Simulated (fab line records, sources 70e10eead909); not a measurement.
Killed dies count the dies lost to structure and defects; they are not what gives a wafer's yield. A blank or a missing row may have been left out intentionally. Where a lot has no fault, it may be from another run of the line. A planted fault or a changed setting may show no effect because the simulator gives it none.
What tool caused it?	flow nand-harc	Sampling: 11 lots, 33 wafers, 5 of 1302 route steps

## WHAT THE GAUGES READ, wafer by wafer
NHARC_HYBRID_BOND_OVL_MEAS_05.
lot	measured	on	overlay-x-nm (nm)	overlay-y-nm (nm)
L773	day 24 06:18	overlay-02	9 6 -37	29 12 11
L774	day 24 13:29	overlay-02	8 -21 1	-17 -21 -49
L775	day 24 06:18	overlay-01	-30 -39 -2	-29 6 31
L776	day 25 07:22	overlay-01	46 44 34	20 -63 -36
L777	day 25 07:22	overlay-02	-47 -15 -22	91 20 19
L778	day 25 14:08	overlay-02	3 -40 -24	21 -27 47
L783	day 28 02:03	overlay-02	-12 28 24	28 -12 23
L784	day 28 12:22	overlay-02	16 22 70	-62 -60 36
L788	day 29 19:06	overlay-02	-9 -93 -34	-31 -50 -11
L790	day 31 18:28	overlay-02	37 -3 6	-9 -20 -37
L793	day 32 09:10	overlay-02	3 3 -6	-6 29 62

NHARC_END_WLT_00.
lot	measured	on	VT_DECK1_BOTTOM	VT_DECK1_BOTTOM_INNER	VT_DECK1_MEDIAN_NEAR_BOTTOM	VT_DECK1_MEDIAN_NEAR_BOTTOM_INNER	VT_DECK1_MIDDLE	VT_DECK1_MIDDLE_INNER	VT_DECK1_TOP	VT_DECK1_TOP_INNER	VT_DECK2_BOTTOM	VT_DECK2_BOTTOM_INNER	VT_DECK2_MEDIAN_NEAR_BOTTOM	VT_DECK2_MEDIAN_NEAR_BOTTOM_INNER	VT_DECK2_MIDDLE	VT_DECK2_MIDDLE_INNER	VT_DECK2_TOP	VT_DECK2_TOP_INNER
L773	day 25 11:01	prober-01	0.880 0.888 0.886	0.885 0.882 0.887	0.885 0.881 0.892	0.881 0.892 0.892	0.892 0.898 0.886	0.895 0.894 0.897	0.907 0.906 0.907	0.908 0.916 0.899	0.882 0.887 0.884	0.889 0.885 0.872	0.880 0.880 0.872	0.890 0.888 0.881	0.883 0.893 0.886	0.887 0.900 0.879	0.908 0.898 0.897	0.901 0.894 0.897
L774	day 25 03:44	prober-02	0.862 0.858 0.860	0.865 0.862 0.863	0.862 0.849 0.855	0.861 0.850 0.853	0.874 0.876 0.877	0.881 0.873 0.880	0.891 0.884 0.890	0.889 0.887 0.892	0.874 0.884 0.866	0.874 0.886 0.872	0.872 0.884 0.868	0.882 0.875 0.874	0.886 0.890 0.891	0.882 0.891 0.888	0.902 0.897 0.903	0.898 0.902 0.898
L775	day 25 03:43	prober-01	0.861 0.857 0.843	0.856 0.853 0.849	0.850 0.856 0.848	0.848 0.856 0.854	0.862 0.866 0.867	0.866 0.866 0.865	0.872 0.877 0.881	0.876 0.873 0.875	0.870 0.877 0.881	0.872 0.868 0.867	0.864 0.868 0.882	0.866 0.869 0.885	0.880 0.881 0.888	0.873 0.877 0.890	0.892 0.893 0.897	0.892 0.892 0.897
L776	day 25 22:39	prober-02	0.868 0.866 0.866	0.868 0.873 0.863	0.871 0.867 0.869	0.869 0.871 0.868	0.872 0.875 0.884	0.881 0.890 0.886	0.893 0.892 0.892	0.884 0.893 0.890	0.881 0.871 0.872	0.868 0.874 0.866	0.874 0.875 0.872	0.882 0.874 0.874	0.881 0.886 0.886	0.888 0.885 0.886	0.889 0.891 0.898	0.897 0.893 0.890
L777	day 25 23:08	prober-01	0.862 0.871 0.865	0.860 0.860 0.868	0.865 0.868 0.871	0.859 0.873 0.871	0.874 0.872 0.877	0.867 0.885 0.882	0.887 0.886 0.895	0.887 0.891 0.888	0.865 0.871 0.873	0.869 0.867 0.865	0.863 0.872 0.865	0.863 0.871 0.869	0.882 0.883 0.880	0.881 0.873 0.872	0.893 0.893 0.894	0.898 0.885 0.885
L778	day 26 05:53	prober-01	0.882 0.879 0.871	0.872 0.877 0.877	0.878 0.886 0.880	0.877 0.875 0.874	0.887 0.893 0.894	0.885 0.903 0.885	0.900 0.894 0.897	0.906 0.895 0.888	0.877 0.876 0.882	0.884 0.877 0.883	0.879 0.877 0.873	0.882 0.878 0.880	0.894 0.890 0.894	0.900 0.887 0.893	0.905 0.903 0.903	0.909 0.912 0.913
L783	day 28 18:35	prober-02	0.865 0.861 0.876	0.864 0.867 0.876	0.872 0.864 0.874	0.868 0.861 0.875	0.879 0.884 0.886	0.885 0.878 0.887	0.898 0.898 0.894	0.891 0.896 0.897	0.872 0.873 0.882	0.873 0.871 0.885	0.875 0.871 0.877	0.878 0.869 0.879	0.882 0.884 0.889	0.877 0.879 0.889	0.898 0.893 0.900	0.902 0.901 0.900
L784	day 29 04:17	prober-01	0.880 0.873 0.869	0.879 0.866 0.872	0.882 0.877 0.880	0.878 0.874 0.877	0.887 0.887 0.886	0.886 0.879 0.890	0.899 0.891 0.896	0.902 0.905 0.905	0.872 0.877 0.864	0.884 0.867 0.873	0.888 0.877 0.871	0.877 0.862 0.865	0.889 0.878 0.887	0.886 0.886 0.896	0.900 0.895 0.897	0.892 0.891 0.897
L788	day 30 10:35	prober-02	0.949 0.934 0.936	0.930 0.930 0.943	0.943 0.924 0.931	0.939 0.938 0.935	0.939 0.944 0.948	0.946 0.943 0.947	0.954 0.951 0.954	0.948 0.958 0.958	0.933 0.925 0.924	0.930 0.939 0.925	0.932 0.928 0.927	0.935 0.926 0.929	0.940 0.953 0.940	0.944 0.947 0.946	0.958 0.951 0.959	0.958 0.963 0.952
L790	day 32 14:29	prober-01	0.925 0.924 0.913	0.921 0.924 0.912	0.927 0.929 0.905	0.922 0.923 0.911	0.932 0.942 0.930	0.937 0.938 0.921	0.946 0.944 0.947	0.942 0.935 0.941	0.941 0.946 0.933	0.941 0.936 0.931	0.932 0.941 0.930	0.940 0.948 0.939	0.962 0.953 0.949	0.947 0.949 0.952	0.960 0.948 0.964	0.953 0.966 0.964
L793	day 33 01:23	prober-02	0.927 0.908 0.929	0.919 0.918 0.930	0.930 0.930 0.922	0.924 0.921 0.933	0.948 0.936 0.943	0.940 0.936 0.939	0.960 0.957 0.957	0.953 0.952 0.960	0.930 0.920 0.922	0.926 0.922 0.924	0.921 0.926 0.921	0.924 0.925 0.927	0.934 0.935 0.942	0.940 0.937 0.937	0.942 0.947 0.951	0.947 0.944 0.945

## WHAT TOOL EACH LOT RAN ON (gives the tool, then ch and the chambers of the sampled wafers, and finally the start)
lot	NHARC_P_STI_PRECLEAN_32	NHARC_A_BONDPAD_PVD_17	NHARC_THIN_TSV_DEGAS_49
L773	wet-bench-05 ch 3,6,7, day 2 23:38	pvd-sputter-03, day 24 06:18 or earlier	pvd-sputter-03, day 24 11:56
L774	wet-bench-09 ch 2,3,6, day 3 09:58	pvd-sputter-03, day 24 13:29 or earlier	pvd-sputter-01, day 24 18:55
L775	wet-bench-09 ch 0,4,5, day 3 20:23	pvd-sputter-02, day 24 06:18 or earlier	pvd-sputter-02, day 24 12:53
L776	wet-bench-05 ch 2,3,7, day 4 03:50	pvd-sputter-02, day 25 07:22 or earlier	pvd-sputter-02, day 25 14:05
L777	wet-bench-09 ch 0,6,7, day 4 12:51	pvd-sputter-02, day 25 07:22 or earlier	pvd-sputter-03, day 25 13:05
L778	wet-bench-09 ch 0,3,4, day 4 22:17	pvd-sputter-02, day 25 14:08 or earlier	pvd-sputter-01, day 25 19:41
L783	wet-bench-09 ch 0,1,2, day 7 01:42	pvd-sputter-03, day 28 02:03 or earlier	pvd-sputter-02, day 28 07:38
L784	wet-bench-07 ch 3,6,7, day 7 12:28	pvd-sputter-02, day 28 12:22 or earlier	pvd-sputter-01, day 28 18:05
L788	wet-bench-09 ch 4,5,7, day 9 03:38	pvd-sputter-01, day 29 19:06 or earlier	pvd-sputter-02, day 30 00:42
L790	wet-bench-09 ch 0,3,5, day 9 18:04	pvd-sputter-02, day 31 18:28 or earlier	pvd-sputter-01, day 32 05:26
L793	wet-bench-09 ch 0,1,7, day 11 13:12	pvd-sputter-02, day 32 09:10 or earlier	pvd-sputter-03, day 32 15:52
- NHARC_P_STI_PRECLEAN_32: cleans in SC1.
- NHARC_A_BONDPAD_PVD_17: deposits TaN, target thk 5 nm, time 8.06 s.
- NHARC_THIN_TSV_DEGAS_49: time 120 s.

## AS READ BY THE TOOLS THEMSELVES (means over the sampled wafers that have a number; for cases with no such wafer, the mark the record gives instead)
NHARC_P_STI_PRECLEAN_32.
lot	tool	temp-c (C)
L773	wet-bench-05	50.03
L774	wet-bench-09	49.96
L775	wet-bench-09	50.11
L776	wet-bench-05	49.92
L777	wet-bench-09	50.01
L778	wet-bench-09	49.94
L783	wet-bench-09	49.95
L784	wet-bench-07	50.00
L788	wet-bench-09	50.07
L790	wet-bench-09	49.93
L793	wet-bench-09	50.15

NHARC_A_BONDPAD_PVD_17.
lot	tool	throttle-valve-pct (%)
L773	pvd-sputter-03	29.3
L774	pvd-sputter-03	29.7
L775	pvd-sputter-02	29.2
L776	pvd-sputter-02	28.7
L777	pvd-sputter-02	29.3
L778	pvd-sputter-02	29.3
L783	pvd-sputter-03	29.8
L784	pvd-sputter-02	29.2
L788	pvd-sputter-01	30.4
L790	pvd-sputter-02	28.7
L793	pvd-sputter-02	29.3

NHARC_THIN_TSV_DEGAS_49.
lot	tool	heater-power-w (W)
L773	pvd-sputter-03	503
L774	pvd-sputter-01	478
L775	pvd-sputter-02	513
L776	pvd-sputter-02	504
L777	pvd-sputter-03	499
L778	pvd-sputter-01	462
L783	pvd-sputter-02	525
L784	pvd-sputter-01	467
L788	pvd-sputter-02	539
L790	pvd-sputter-01	446
L793	pvd-sputter-03	444

## THE ANSWER, worked out from the rows above alone
Rule: usual is defined by the lots themselves. The widest of any qualifying gaps counts: lots, ordered by their means at a reading, are off when they make up no more than a third of the lots, leave a main group of 4 or more, and stand apart from it by 3 or more times the standard deviation of that group's means. A main group whose means are all the same, to the digits that the tables above print for the reading, isn't used. Also off: a lot with no number at a reading for which 4 or more lots have one. Where the step has rows for the other lots, those lots are counted as sound. The gauges are gone through in route order, then the tools' own readings, and for those a lot's mean is taken as printed above. At the first step where some lot is off, the reading lying furthest off is the one used; lots without a number count as furthest.
Off: L788, L790, L793, at NHARC_END_WLT_00 (VT_DECK2_MIDDLE). Mean 0.886 and standard deviation 0.0033 in the main group.
A tool fits if, at a process step before that reading, it ran every lot that is off, and no sound lot after the first of them. Those tools and the gauges at NHARC_END_WLT_00 are tried in the same way. NHARC_A_BONDPAD_PVD_17: start missing for some lots; hours and lot order therefore follow NHARC_HYBRID_BOND_OVL_MEAS_05. One fits: NHARC_P_STI_PRECLEAN_32 on wet-bench-09. Its last sound lot is L783 (day 7 01:42), its first lot that is off L788 (day 9 03:38): a fault that began between those two fits.

## WHAT WAS PUT IN BY THE SIMULATOR
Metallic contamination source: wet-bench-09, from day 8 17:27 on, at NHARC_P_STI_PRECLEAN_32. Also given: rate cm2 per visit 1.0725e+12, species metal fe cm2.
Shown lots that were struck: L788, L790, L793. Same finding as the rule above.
